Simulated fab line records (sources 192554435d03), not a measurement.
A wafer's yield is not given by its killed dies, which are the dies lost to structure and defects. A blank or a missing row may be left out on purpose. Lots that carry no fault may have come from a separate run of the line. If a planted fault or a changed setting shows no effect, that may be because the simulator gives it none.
Which tool did it? :: flow n5-finfet :: 72 wafers from 24 lots sampled at 6 of the route's 1938 steps

WHAT THE GAUGES READ, wafer by wafer
N5_SD_EPI_N_INSPECT_11: inspects for defects (macro). Usual: raw-defect-count reads 2.0 (standard deviation 1.4).
lot: L074
measured: day 3 02:50
on: defect-inspect-02
raw-defect-count: 4 1 0
flag: 

lot: L075
measured: day 3 10:17
on: defect-inspect-02
raw-defect-count: 0 4 4
flag: 

lot: L076
measured: day 3 13:29
on: defect-inspect-02
raw-defect-count: 2 3 2
flag: 

lot: L077
measured: day 3 20:53
on: defect-inspect-02
raw-defect-count: 3 2 4
flag: 

lot: L078
measured: day 4 02:04
on: defect-inspect-02
raw-defect-count: 1 4 1
flag: 

lot: L079
measured: day 4 08:46
on: defect-inspect-01
raw-defect-count: 1 4 2
flag: 

lot: L080
measured: day 4 13:48
on: defect-inspect-02
raw-defect-count: 4 4 0
flag: 

lot: L081
measured: day 4 22:49
on: defect-inspect-02
raw-defect-count: 4 4 4
flag: 

lot: L082
measured: day 5 02:41
on: defect-inspect-01
raw-defect-count: 2 3 1
flag: 

lot: L083
measured: day 5 07:40
on: defect-inspect-01
raw-defect-count: 1 1 1
flag: 

lot: L084
measured: day 5 14:47
on: defect-inspect-02
raw-defect-count: 3 3 2
flag: 

lot: L085
measured: day 5 17:53
on: defect-inspect-01
raw-defect-count: 3 2 1
flag: 

lot: L086
measured: day 6 02:36
on: defect-inspect-01
raw-defect-count: 2 4 2
flag: 

lot: L087
measured: day 6 08:40
on: defect-inspect-01
raw-defect-count: 2 4 1
flag: 

lot: L088
measured: day 6 11:34
on: defect-inspect-02
raw-defect-count: 5 6 3
flag: 

lot: L089
measured: day 6 20:47
on: defect-inspect-02
raw-defect-count: 1 0 0
flag: 

lot: L090
measured: day 7 05:11
on: defect-inspect-01
raw-defect-count: 2 2 2
flag: 

lot: L091
measured: day 7 07:16
on: defect-inspect-01
raw-defect-count: 1 3 3
flag: 

lot: L092
measured: day 7 13:29
on: defect-inspect-01
raw-defect-count: 0 1 1
flag: 

lot: L093
measured: day 7 20:59
on: defect-inspect-01
raw-defect-count: 2 1 0
flag: 

lot: L094
measured: day 8 01:52
on: defect-inspect-01
raw-defect-count: 2 2 0
flag: 

lot: L095
measured: day 8 06:53
on: defect-inspect-01
raw-defect-count: 2 3 1
flag: 

lot: L096
measured: day 8 11:55
on: defect-inspect-02
raw-defect-count: 1 2 4
flag: 

lot: L097
measured: day 8 20:38
on: defect-inspect-02
raw-defect-count: 2 3 0
flag: 

N5_SD_EPI_N_INSPECT_26: inspects for defects (darkfield). Usual: raw-defect-count reads 194 (standard deviation 38).
lot: L074
measured: day 3 06:56
on: defect-inspect-02
raw-defect-count: 146 218 151
flag: 

lot: L075
measured: day 3 15:38
on: defect-inspect-02
raw-defect-count: 184 238 186
flag: 

lot: L076
measured: day 3 18:22
on: defect-inspect-02
raw-defect-count: 222 233 229
flag: 

lot: L077
measured: day 4 00:53
on: defect-inspect-02
raw-defect-count: 217 229 245
flag: 

lot: L078
measured: day 4 06:11
on: defect-inspect-01
raw-defect-count: 146 115 150
flag: 

lot: L079
measured: day 4 12:49
on: defect-inspect-01
raw-defect-count: 186 136 179
flag: 

lot: L080
measured: day 4 19:13
on: defect-inspect-01
raw-defect-count: 245 250 202
flag: 

lot: L081
measured: day 5 02:53
on: defect-inspect-02
raw-defect-count: 181 224 206
flag: 

lot: L082
measured: day 5 06:40
on: defect-inspect-01
raw-defect-count: 144 181 183
flag: 

lot: L083
measured: day 5 12:00
on: defect-inspect-01
raw-defect-count: 176 177 148
flag: 

lot: L084
measured: day 5 18:48
on: defect-inspect-01
raw-defect-count: 178 214 197
flag: 

lot: L085
measured: day 5 22:37
on: defect-inspect-01
raw-defect-count: 170 172 121
flag: 

lot: L086
measured: day 6 07:21
on: defect-inspect-02
raw-defect-count: 159 235 201
flag: 

lot: L087
measured: day 6 13:43
on: defect-inspect-02
raw-defect-count: 268 248 208
flag: 

lot: L088
measured: day 6 16:29
on: defect-inspect-02
raw-defect-count: 156 205 207
flag: 

lot: L089
measured: day 7 00:46
on: defect-inspect-01
raw-defect-count: 181 192 186
flag: 

lot: L090
measured: day 7 09:19
on: defect-inspect-01
raw-defect-count: 129 172 221
flag: 

lot: L091
measured: day 7 11:14
on: defect-inspect-02
raw-defect-count: 207 214 201
flag: 

lot: L092
measured: day 7 17:28
on: defect-inspect-02
raw-defect-count: 204 263 204
flag: 

lot: L093
measured: day 8 00:58
on: defect-inspect-01
raw-defect-count: 182 195 225
flag: 

lot: L094
measured: day 8 06:40
on: defect-inspect-01
raw-defect-count: 185 228 155
flag: 

lot: L095
measured: day 8 11:44
on: defect-inspect-01
raw-defect-count: 134 153 160
flag: 

lot: L096
measured: day 8 18:00
on: defect-inspect-02
raw-defect-count: 200 246 223
flag: 

lot: L097
measured: day 9 00:55
on: defect-inspect-01
raw-defect-count: 150 202 167
flag: 

WHICH TOOL RAN EACH LOT (tool, then ch and the chambers of the sampled wafers, then the start)
lot: L074
N5_DUMMY_GATE_ETCH_31: rie-diel-02 ch 1,2,3, day 3 01:09
N5_DUMMY_GATE_STRIP_48: rie-diel-02 ch 0,1, day 3 01:43
N5_SPACER0_ALD_07: ald-sin-02 ch 1,2,3, day 3 01:56
N5_SD_EPI_N_LINER_46: ald-sin-03 ch 0,2,3, day 3 06:41

lot: L075
N5_DUMMY_GATE_ETCH_31: rie-diel-01 ch 0,3, day 3 08:23
N5_DUMMY_GATE_STRIP_48: rie-diel-01 ch 0,1,3, day 3 08:56
N5_SPACER0_ALD_07: ald-sin-04 ch 1,2, day 3 09:23
N5_SD_EPI_N_LINER_46: ald-sin-01 ch 0,2,3, day 3 15:23

lot: L076
N5_DUMMY_GATE_ETCH_31: rie-diel-01 ch 0,3, day 3 11:30
N5_DUMMY_GATE_STRIP_48: rie-diel-02 ch 0,2, day 3 12:15
N5_SPACER0_ALD_07: ald-sin-01 ch 1,2,3, day 3 12:28
N5_SD_EPI_N_LINER_46: ald-sin-01 ch 1,2, day 3 18:07

lot: L077
N5_DUMMY_GATE_ETCH_31: rie-diel-01 ch 1,2,3, day 3 18:49
N5_DUMMY_GATE_STRIP_48: rie-diel-01 ch 0,3, day 3 19:29
N5_SPACER0_ALD_07: ald-sin-02 ch 0,1, day 3 19:43
N5_SD_EPI_N_LINER_46: ald-sin-02 ch 0,1,2, day 4 00:38

lot: L078
N5_DUMMY_GATE_ETCH_31: rie-diel-01 ch 2,3, day 4 00:22
N5_DUMMY_GATE_STRIP_48: rie-diel-01 ch 0,2,3, day 4 00:56
N5_SPACER0_ALD_07: ald-sin-02 ch 0,2,3, day 4 01:10
N5_SD_EPI_N_LINER_46: ald-sin-03 ch 1,2,3, day 4 05:56

lot: L079
N5_DUMMY_GATE_ETCH_31: rie-diel-01 ch 0,1,3, day 4 06:59
N5_DUMMY_GATE_STRIP_48: rie-diel-01 ch 0,3, day 4 07:31
N5_SPACER0_ALD_07: ald-sin-04 ch 0,1,3, day 4 07:44
N5_SD_EPI_N_LINER_46: ald-sin-02 ch 0,2,3, day 4 12:33

lot: L080
N5_DUMMY_GATE_ETCH_31: rie-diel-02 ch 0,3, day 4 12:08
N5_DUMMY_GATE_STRIP_48: rie-diel-01 ch 2,3, day 4 12:41
N5_SPACER0_ALD_07: ald-sin-04 ch 2,3, day 4 12:55
N5_SD_EPI_N_LINER_46: ald-sin-03 ch 0,1,3, day 4 18:58

lot: L081
N5_DUMMY_GATE_ETCH_31: rie-diel-02 ch 0,1,3, day 4 21:02
N5_DUMMY_GATE_STRIP_48: rie-diel-02 ch 1,2,3, day 4 21:34
N5_SPACER0_ALD_07: ald-sin-01 ch 0,1,3, day 4 21:47
N5_SD_EPI_N_LINER_46: ald-sin-03 ch 0,1, day 5 02:37

lot: L082
N5_DUMMY_GATE_ETCH_31: rie-diel-01 ch 1,2,3, day 5 00:49
N5_DUMMY_GATE_STRIP_48: rie-diel-02 ch 0,1, day 5 01:21
N5_SPACER0_ALD_07: ald-sin-04 ch 0,3, day 5 01:47
N5_SD_EPI_N_LINER_46: ald-sin-02 ch 0,1,2, day 5 06:25

lot: L083
N5_DUMMY_GATE_ETCH_31: rie-diel-01 ch 0,1, day 5 05:52
N5_DUMMY_GATE_STRIP_48: rie-diel-04 ch 0,1, day 5 06:25
N5_SPACER0_ALD_07: ald-sin-01 ch 0,1, day 5 06:39
N5_SD_EPI_N_LINER_46: ald-sin-03 ch 1,2, day 5 11:45

lot: L084
N5_DUMMY_GATE_ETCH_31: rie-diel-01 ch 0,1,2, day 5 12:23
N5_DUMMY_GATE_STRIP_48: rie-diel-02 ch 0,1,3, day 5 13:14
N5_SPACER0_ALD_07: ald-sin-04 ch 0,1,3, day 5 13:54
N5_SD_EPI_N_LINER_46: ald-sin-02 ch 1,2,3, day 5 18:33

lot: L085
N5_DUMMY_GATE_ETCH_31: rie-diel-04 ch 0,2,3, day 5 16:14
N5_DUMMY_GATE_STRIP_48: rie-diel-02 ch 0,2, day 5 16:46
N5_SPACER0_ALD_07: ald-sin-01 ch 1,3, day 5 16:59
N5_SD_EPI_N_LINER_46: ald-sin-01 ch 0,1,2, day 5 22:22

lot: L086
N5_DUMMY_GATE_ETCH_31: rie-diel-01 ch 2,3, day 6 00:49
N5_DUMMY_GATE_STRIP_48: rie-diel-02 ch 0,1,3, day 6 01:21
N5_SPACER0_ALD_07: ald-sin-02 ch 0,2,3, day 6 01:35
N5_SD_EPI_N_LINER_46: ald-sin-03 ch 0,3, day 6 07:06

lot: L087
N5_DUMMY_GATE_ETCH_31: rie-diel-02 ch 2,3, day 6 06:50
N5_DUMMY_GATE_STRIP_48: rie-diel-02 ch 1,2,3, day 6 07:25
N5_SPACER0_ALD_07: ald-sin-02 ch 2,3, day 6 07:38
N5_SD_EPI_N_LINER_46: ald-sin-03 ch 2,3, day 6 13:28

lot: L088
N5_DUMMY_GATE_ETCH_31: rie-diel-02 ch 0,1,2, day 6 09:46
N5_DUMMY_GATE_STRIP_48: rie-diel-02 ch 0,2,3, day 6 10:19
N5_SPACER0_ALD_07: ald-sin-02 ch 0,1,3, day 6 10:32
N5_SD_EPI_N_LINER_46: ald-sin-01 ch 0,2,3, day 6 16:14

lot: L089
N5_DUMMY_GATE_ETCH_31: rie-diel-02 ch 0,1, day 6 18:58
N5_DUMMY_GATE_STRIP_48: rie-diel-01 ch 0,1,2, day 6 19:31
N5_SPACER0_ALD_07: ald-sin-04 ch 2,3, day 6 19:46
N5_SD_EPI_N_LINER_46: ald-sin-02 ch 1,3, day 7 00:31

lot: L090
N5_DUMMY_GATE_ETCH_31: rie-diel-02 ch 0,2, day 7 03:17
N5_DUMMY_GATE_STRIP_48: rie-diel-02 ch 0,2, day 7 03:57
N5_SPACER0_ALD_07: ald-sin-01 ch 0,2, day 7 04:10
N5_SD_EPI_N_LINER_46: ald-sin-03 ch 0,1,2, day 7 09:04

lot: L091
N5_DUMMY_GATE_ETCH_31: rie-diel-02 ch 0,1,3, day 7 05:08
N5_DUMMY_GATE_STRIP_48: rie-diel-01 ch 1,2,3, day 7 05:41
N5_SPACER0_ALD_07: ald-sin-02 ch 1,3, day 7 06:14
N5_SD_EPI_N_LINER_46: ald-sin-03 ch 1,2, day 7 10:59

lot: L092
N5_DUMMY_GATE_ETCH_31: rie-diel-02 ch 0,1,2, day 7 11:42
N5_DUMMY_GATE_STRIP_48: rie-diel-04 ch 0,2, day 7 12:15
N5_SPACER0_ALD_07: ald-sin-04 ch 1,2,3, day 7 12:28
N5_SD_EPI_N_LINER_46: ald-sin-03 ch 0,3, day 7 17:13

lot: L093
N5_DUMMY_GATE_ETCH_31: rie-diel-02 ch 1,3, day 7 19:15
N5_DUMMY_GATE_STRIP_48: rie-diel-02 ch 0,1,3, day 7 19:47
N5_SPACER0_ALD_07: ald-sin-02 ch 0,3, day 7 20:06
N5_SD_EPI_N_LINER_46: ald-sin-01 ch 1,3, day 8 00:43

lot: L094
N5_DUMMY_GATE_ETCH_31: rie-diel-01 ch 1,2, day 8 00:10
N5_DUMMY_GATE_STRIP_48: rie-diel-02 ch 0,1,2, day 8 00:43
N5_SPACER0_ALD_07: ald-sin-01 ch 0,3, day 8 00:57
N5_SD_EPI_N_LINER_46: ald-sin-02 ch 1,2,3, day 8 06:25

lot: L095
N5_DUMMY_GATE_ETCH_31: rie-diel-01 ch 2,3, day 8 04:59
N5_DUMMY_GATE_STRIP_48: rie-diel-02 ch 0,2, day 8 05:38
N5_SPACER0_ALD_07: ald-sin-02 ch 2,3, day 8 05:52
N5_SD_EPI_N_LINER_46: ald-sin-02 ch 0,1, day 8 11:29

lot: L096
N5_DUMMY_GATE_ETCH_31: rie-diel-04 ch 0,3, day 8 10:07
N5_DUMMY_GATE_STRIP_48: rie-diel-04 ch 0,1,2, day 8 10:39
N5_SPACER0_ALD_07: ald-sin-02 ch 1,2, day 8 10:52
N5_SD_EPI_N_LINER_46: ald-sin-02 ch 1,2,3, day 8 17:45

lot: L097
N5_DUMMY_GATE_ETCH_31: rie-diel-02 ch 1,3, day 8 16:28
N5_DUMMY_GATE_STRIP_48: rie-diel-02 ch 0,1,2, day 8 17:03
N5_SPACER0_ALD_07: ald-sin-02 ch 0,3, day 8 19:37
N5_SD_EPI_N_LINER_46: ald-sin-01 ch 1,3, day 9 00:40
- N5_DUMMY_GATE_ETCH_31: etches SiO2 in C4F6/O2, target depth 82.5 nm, time 27.5 s.
- N5_DUMMY_GATE_STRIP_48: strips in N2/H2, time 20 s.
- N5_SPACER0_ALD_07: deposits SiNx, target thk 2 nm.
- N5_SD_EPI_N_LINER_46: material SiNx, target thk 3 nm.

WHAT THE TOOLS THEMSELVES READ (means of the sampled wafers that have a number; where no wafer has one, the mark that the record gives instead)
N5_DUMMY_GATE_ETCH_31. Usual: drypump-motor-current-A 5.2 A, standard deviation 0.4; oes-product-au 0.77 a.u., standard deviation 0.053; rf-vpp-V 667 V, standard deviation 5.8; showerhead-plenum-p-Torr 2.94 Torr, standard deviation 0.063; throttle-valve-pct 21.15 %, standard deviation 0.23.
lot: L074
tool: rie-diel-02
drypump-motor-current-A (A): 5.1
oes-product-au (a.u.): 0.85
rf-vpp-V (V): 667
showerhead-plenum-p-Torr (Torr): 3.01
throttle-valve-pct (%): 21.12
flag: 

lot: L075
tool: rie-diel-01
drypump-motor-current-A (A): 4.9
oes-product-au (a.u.): 0.77
rf-vpp-V (V): 668
showerhead-plenum-p-Torr (Torr): 2.97
throttle-valve-pct (%): 20.94
flag: 

lot: L076
tool: rie-diel-01
drypump-motor-current-A (A): 5.2
oes-product-au (a.u.): 0.78
rf-vpp-V (V): 671
showerhead-plenum-p-Torr (Torr): 2.97
throttle-valve-pct (%): 20.90
flag: 

lot: L077
tool: rie-diel-01
drypump-motor-current-A (A): 5.1
oes-product-au (a.u.): 0.77
rf-vpp-V (V): 666
showerhead-plenum-p-Torr (Torr): 2.92
throttle-valve-pct (%): 21.19
flag: 

lot: L078
tool: rie-diel-01
drypump-motor-current-A (A): 4.9
oes-product-au (a.u.): 0.78
rf-vpp-V (V): 660
showerhead-plenum-p-Torr (Torr): 2.90
throttle-valve-pct (%): 21.14
flag: 

lot: L079
tool: rie-diel-01
drypump-motor-current-A (A): 5.3
oes-product-au (a.u.): 0.75
rf-vpp-V (V): 670
showerhead-plenum-p-Torr (Torr): 2.96
throttle-valve-pct (%): 21.08
flag: 

lot: L080
tool: rie-diel-02
drypump-motor-current-A (A): 5.3
oes-product-au (a.u.): 0.81
rf-vpp-V (V): 672
showerhead-plenum-p-Torr (Torr): 2.98
throttle-valve-pct (%): 20.99
flag: 

lot: L081
tool: rie-diel-02
drypump-motor-current-A (A): 5.2
oes-product-au (a.u.): 0.78
rf-vpp-V (V): 668
showerhead-plenum-p-Torr (Torr): 2.98
throttle-valve-pct (%): 21.02
flag: 

lot: L082
tool: rie-diel-01
drypump-motor-current-A (A): 5.1
oes-product-au (a.u.): 0.76
rf-vpp-V (V): 667
showerhead-plenum-p-Torr (Torr): 2.92
throttle-valve-pct (%): 21.21
flag: 

lot: L083
tool: rie-diel-01
drypump-motor-current-A (A): 5.7
oes-product-au (a.u.): 0.74
rf-vpp-V (V): 672
showerhead-plenum-p-Torr (Torr): 2.95
throttle-valve-pct (%): 21.25
flag: 

lot: L084
tool: rie-diel-01
drypump-motor-current-A (A): 5.4
oes-product-au (a.u.): 0.76
rf-vpp-V (V): 667
showerhead-plenum-p-Torr (Torr): 2.92
throttle-valve-pct (%): 21.19
flag: 

lot: L085
tool: rie-diel-04
drypump-motor-current-A (A): 5.8
oes-product-au (a.u.): 0.74
rf-vpp-V (V): 670
showerhead-plenum-p-Torr (Torr): 2.87
throttle-valve-pct (%): 21.21
flag: 

lot: L086
tool: rie-diel-01
drypump-motor-current-A (A): 4.9
oes-product-au (a.u.): 0.77
rf-vpp-V (V): 660
showerhead-plenum-p-Torr (Torr): 2.89
throttle-valve-pct (%): 21.17
flag: 

lot: L087
tool: rie-diel-02
drypump-motor-current-A (A): 5.0
oes-product-au (a.u.): 0.86
rf-vpp-V (V): 667
showerhead-plenum-p-Torr (Torr): 3.01
throttle-valve-pct (%): 21.37
flag: 

lot: L088
tool: rie-diel-02
drypump-motor-current-A (A): 5.0
oes-product-au (a.u.): 0.78
rf-vpp-V (V): 667
showerhead-plenum-p-Torr (Torr): 2.98
throttle-valve-pct (%): 21.27
flag: 

lot: L089
tool: rie-diel-02
drypump-motor-current-A (A): 5.1
oes-product-au (a.u.): 0.74
rf-vpp-V (V): 665
showerhead-plenum-p-Torr (Torr): 2.97
throttle-valve-pct (%): 21.04
flag: 

lot: L090
tool: rie-diel-02
drypump-motor-current-A (A): 4.9
oes-product-au (a.u.): 0.75
rf-vpp-V (V): 672
showerhead-plenum-p-Torr (Torr): 2.96
throttle-valve-pct (%): 21.36
flag: 

lot: L091
tool: rie-diel-02
drypump-motor-current-A (A): 5.2
oes-product-au (a.u.): 0.76
rf-vpp-V (V): 668
showerhead-plenum-p-Torr (Torr): 2.97
throttle-valve-pct (%): 21.03
flag: 

lot: L092
tool: rie-diel-02
drypump-motor-current-A (A): 5.0
oes-product-au (a.u.): 0.77
rf-vpp-V (V): 667
showerhead-plenum-p-Torr (Torr): 2.97
throttle-valve-pct (%): 21.28
flag: 

lot: L093
tool: rie-diel-02
drypump-motor-current-A (A): 5.3
oes-product-au (a.u.): 0.80
rf-vpp-V (V): 667
showerhead-plenum-p-Torr (Torr): 2.99
throttle-valve-pct (%): 20.93
flag: 

lot: L094
tool: rie-diel-01
drypump-motor-current-A (A): 5.5
oes-product-au (a.u.): 0.72
rf-vpp-V (V): 667
showerhead-plenum-p-Torr (Torr): 2.90
throttle-valve-pct (%): 21.38
flag: 

lot: L095
tool: rie-diel-01
drypump-motor-current-A (A): 4.9
oes-product-au (a.u.): 0.75
rf-vpp-V (V): 661
showerhead-plenum-p-Torr (Torr): 2.88
throttle-valve-pct (%): 21.17
flag: 

lot: L096
tool: rie-diel-04
drypump-motor-current-A (A): 5.9
oes-product-au (a.u.): 0.71
rf-vpp-V (V): 673
showerhead-plenum-p-Torr (Torr): 2.89
throttle-valve-pct (%): 21.30
flag: 

lot: L097
tool: rie-diel-02
drypump-motor-current-A (A): 5.4
oes-product-au (a.u.): 0.79
rf-vpp-V (V): 668
showerhead-plenum-p-Torr (Torr): 2.98
throttle-valve-pct (%): 20.92
flag: 

N5_DUMMY_GATE_STRIP_48. Usual: drypump-motor-current-A 5.2 A, standard deviation 0.39; oes-product-au 0.77 a.u., standard deviation 0.057; rf-vpp-V 45.5 V, standard deviation 0.78; showerhead-plenum-p-Torr 3.50 Torr, standard deviation 0.076; throttle-valve-pct 12.23 %, standard deviation 0.25.
lot: L074
tool: rie-diel-02
drypump-motor-current-A (A): 5.1
oes-product-au (a.u.): 0.74
rf-vpp-V (V): 44.9
showerhead-plenum-p-Torr (Torr): 3.53
throttle-valve-pct (%): 12.20
flag: 

lot: L075
tool: rie-diel-01
drypump-motor-current-A (A): 5.3
oes-product-au (a.u.): 0.76
rf-vpp-V (V): 46.3
showerhead-plenum-p-Torr (Torr): 3.52
throttle-valve-pct (%): 12.17
flag: 

lot: L076
tool: rie-diel-02
drypump-motor-current-A (A): 4.9
oes-product-au (a.u.): 0.82
rf-vpp-V (V): 46.0
showerhead-plenum-p-Torr (Torr): 3.56
throttle-valve-pct (%): 12.42
flag: 

lot: L077
tool: rie-diel-01
drypump-motor-current-A (A): 5.0
oes-product-au (a.u.): 0.78
rf-vpp-V (V): 44.8
showerhead-plenum-p-Torr (Torr): 3.53
throttle-valve-pct (%): 11.99
flag: 

lot: L078
tool: rie-diel-01
drypump-motor-current-A (A): 5.0
oes-product-au (a.u.): 0.78
rf-vpp-V (V): 45.6
showerhead-plenum-p-Torr (Torr): 3.48
throttle-valve-pct (%): 12.07
flag: 

lot: L079
tool: rie-diel-01
drypump-motor-current-A (A): 5.2
oes-product-au (a.u.): 0.78
rf-vpp-V (V): 45.0
showerhead-plenum-p-Torr (Torr): 3.53
throttle-valve-pct (%): 11.99
flag: 

lot: L080
tool: rie-diel-01
drypump-motor-current-A (A): 4.9
oes-product-au (a.u.): 0.78
rf-vpp-V (V): 45.8
showerhead-plenum-p-Torr (Torr): 3.43
throttle-valve-pct (%): 12.15
flag: 

lot: L081
tool: rie-diel-02
drypump-motor-current-A (A): 5.1
oes-product-au (a.u.): 0.84
rf-vpp-V (V): 46.1
showerhead-plenum-p-Torr (Torr): 3.56
throttle-valve-pct (%): 12.12
flag: 

lot: L082
tool: rie-diel-02
drypump-motor-current-A (A): 5.0
oes-product-au (a.u.): 0.76
rf-vpp-V (V): 45.8
showerhead-plenum-p-Torr (Torr): 3.52
throttle-valve-pct (%): 12.13
flag: 

lot: L083
tool: rie-diel-04
drypump-motor-current-A (A): 6.1
oes-product-au (a.u.): 0.70
rf-vpp-V (V): 45.5
showerhead-plenum-p-Torr (Torr): 3.31
throttle-valve-pct (%): 12.40
flag: 

lot: L084
tool: rie-diel-02
drypump-motor-current-A (A): 5.2
oes-product-au (a.u.): 0.77
rf-vpp-V (V): 46.0
showerhead-plenum-p-Torr (Torr): 3.54
throttle-valve-pct (%): 12.07
flag: 

lot: L085
tool: rie-diel-02
drypump-motor-current-A (A): 4.9
oes-product-au (a.u.): 0.76
rf-vpp-V (V): 45.4
showerhead-plenum-p-Torr (Torr): 3.53
throttle-valve-pct (%): 12.41
flag: 

lot: L086
tool: rie-diel-02
drypump-motor-current-A (A): 5.2
oes-product-au (a.u.): 0.78
rf-vpp-V (V): 45.3
showerhead-plenum-p-Torr (Torr): 3.53
throttle-valve-pct (%): 12.08
flag: 

lot: L087
tool: rie-diel-02
drypump-motor-current-A (A): 5.1
oes-product-au (a.u.): 0.82
rf-vpp-V (V): 45.5
showerhead-plenum-p-Torr (Torr): 3.55
throttle-valve-pct (%): 12.14
flag: 

lot: L088
tool: rie-diel-02
drypump-motor-current-A (A): 5.1
oes-product-au (a.u.): 0.80
rf-vpp-V (V): 45.5
showerhead-plenum-p-Torr (Torr): 3.54
throttle-valve-pct (%): 12.26
flag: 

lot: L089
tool: rie-diel-01
drypump-motor-current-A (A): 5.4
oes-product-au (a.u.): 0.75
rf-vpp-V (V): 45.9
showerhead-plenum-p-Torr (Torr): 3.46
throttle-valve-pct (%): 12.32
flag: 

lot: L090
tool: rie-diel-02
drypump-motor-current-A (A): 5.0
oes-product-au (a.u.): 0.75
rf-vpp-V (V): 45.4
showerhead-plenum-p-Torr (Torr): 3.52
throttle-valve-pct (%): 12.42
flag: 

lot: L091
tool: rie-diel-01
drypump-motor-current-A (A): 5.2
oes-product-au (a.u.): 0.73
rf-vpp-V (V): 45.3
showerhead-plenum-p-Torr (Torr): 3.46
throttle-valve-pct (%): 12.32
flag: 

lot: L092
tool: rie-diel-04
drypump-motor-current-A (A): 5.9
oes-product-au (a.u.): 0.71
rf-vpp-V (V): 45.8
showerhead-plenum-p-Torr (Torr): 3.43
throttle-valve-pct (%): 12.53
flag: 

lot: L093
tool: rie-diel-02
drypump-motor-current-A (A): 5.2
oes-product-au (a.u.): 0.76
rf-vpp-V (V): 45.7
showerhead-plenum-p-Torr (Torr): 3.53
throttle-valve-pct (%): 12.11
flag: 

lot: L094
tool: rie-diel-02
drypump-motor-current-A (A): 5.0
oes-product-au (a.u.): 0.77
rf-vpp-V (V): 45.4
showerhead-plenum-p-Torr (Torr): 3.53
throttle-valve-pct (%): 12.34
flag: 

lot: L095
tool: rie-diel-02
drypump-motor-current-A (A): 4.9
oes-product-au (a.u.): 0.79
rf-vpp-V (V): 45.5
showerhead-plenum-p-Torr (Torr): 3.54
throttle-valve-pct (%): 12.50
flag: 

lot: L096
tool: rie-diel-04
drypump-motor-current-A (A): 5.9
oes-product-au (a.u.): 0.70
rf-vpp-V (V): 45.1
showerhead-plenum-p-Torr (Torr): 3.34
throttle-valve-pct (%): 12.45
flag: 

lot: L097
tool: rie-diel-02
drypump-motor-current-A (A): 5.0
oes-product-au (a.u.): 0.76
rf-vpp-V (V): 46.3
showerhead-plenum-p-Torr (Torr): 3.52
throttle-valve-pct (%): 12.36
flag: 

N5_SPACER0_ALD_07. Usual: heater-power-w reads 829 W (standard deviation 86).
lot: L074
tool: ald-sin-02
heater-power-w (W): 863
flag: 

lot: L075
tool: ald-sin-04
heater-power-w (W): 735
flag: 

lot: L076
tool: ald-sin-01
heater-power-w (W): 839
flag: 

lot: L077
tool: ald-sin-02
heater-power-w (W): 844
flag: 

lot: L078
tool: ald-sin-02
heater-power-w (W): 871
flag: 

lot: L079
tool: ald-sin-04
heater-power-w (W): 779
flag: 

lot: L080
tool: ald-sin-04
heater-power-w (W): 768
flag: 

lot: L081
tool: ald-sin-01
heater-power-w (W): 864
flag: 

lot: L082
tool: ald-sin-04
heater-power-w (W): 788
flag: 

lot: L083
tool: ald-sin-01
heater-power-w (W): 817
flag: 

lot: L084
tool: ald-sin-04
heater-power-w (W): 788
flag: 

lot: L085
tool: ald-sin-01
heater-power-w (W): 886
flag: 

lot: L086
tool: ald-sin-02
heater-power-w (W): 892
flag: 

lot: L087
tool: ald-sin-02
heater-power-w (W): 937
flag: 

lot: L088
tool: ald-sin-02
heater-power-w (W): 864
flag: 

lot: L089
tool: ald-sin-04
heater-power-w (W): 749
flag: 

lot: L090
tool: ald-sin-01
heater-power-w (W): 774
flag: 

lot: L091
tool: ald-sin-02
heater-power-w (W): 910
flag: 

lot: L092
tool: ald-sin-04
heater-power-w (W): 734
flag: 

lot: L093
tool: ald-sin-02
heater-power-w (W): 959
flag: 

lot: L094
tool: ald-sin-01
heater-power-w (W): 915
flag: 

lot: L095
tool: ald-sin-02
heater-power-w (W): 878
flag: 

lot: L096
tool: ald-sin-02
heater-power-w (W): 780
flag: 

lot: L097
tool: ald-sin-02
heater-power-w (W): 950
flag: 

N5_SD_EPI_N_LINER_46. Usual: heater-power-w reads 859 W (standard deviation 68).
lot: L074
tool: ald-sin-03
heater-power-w (W): 888
flag: 

lot: L075
tool: ald-sin-01
heater-power-w (W): 838
flag: 

lot: L076
tool: ald-sin-01
heater-power-w (W): 762
flag: 

lot: L077
tool: ald-sin-02
heater-power-w (W): 817
flag: 

lot: L078
tool: ald-sin-03
heater-power-w (W): 882
flag: 

lot: L079
tool: ald-sin-02
heater-power-w (W): 869
flag: 

lot: L080
tool: ald-sin-03
heater-power-w (W): 876
flag: 

lot: L081
tool: ald-sin-03
heater-power-w (W): 879
flag: 

lot: L082
tool: ald-sin-02
heater-power-w (W): 814
flag: 

lot: L083
tool: ald-sin-03
heater-power-w (W): 900
flag: 

lot: L084
tool: ald-sin-02
heater-power-w (W): 852
flag: 

lot: L085
tool: ald-sin-01
heater-power-w (W): 804
flag: 

lot: L086
tool: ald-sin-03
heater-power-w (W): 871
flag: 

lot: L087
tool: ald-sin-03
heater-power-w (W): 893
flag: 

lot: L088
tool: ald-sin-01
heater-power-w (W): 837
flag: 

lot: L089
tool: ald-sin-02
heater-power-w (W): 849
flag: 

lot: L090
tool: ald-sin-03
heater-power-w (W): 893
flag: 

lot: L091
tool: ald-sin-03
heater-power-w (W): 920
flag: 

lot: L092
tool: ald-sin-03
heater-power-w (W): 886
flag: 

lot: L093
tool: ald-sin-01
heater-power-w (W): 850
flag: 

lot: L094
tool: ald-sin-02
heater-power-w (W): 858
flag: 

lot: L095
tool: ald-sin-02
heater-power-w (W): 779
flag: 

lot: L096
tool: ald-sin-02
heater-power-w (W): 856
flag: 

lot: L097
tool: ald-sin-01
heater-power-w (W): 840
flag: 

THE ANSWER, worked out from the rows above alone
Rule: a lot counts as off when the mean over its wafers that have a number is more than 3 standard deviations away from the usual mean. Also off: a lot with no number at a reading for which 4 or more lots have one. Where the step has rows for the other lots, those lots are counted as sound. Order of review: gauges by route order, followed by the tools' own readings, for which a lot's mean as printed above is used. The first step at which some lot is off is used, and at that step the reading that is off furthest; a lot without a number counts as furthest.
None of the lots is off at any reading shown; this tells nothing.

WHAT WAS PUT IN BY THE SIMULATOR
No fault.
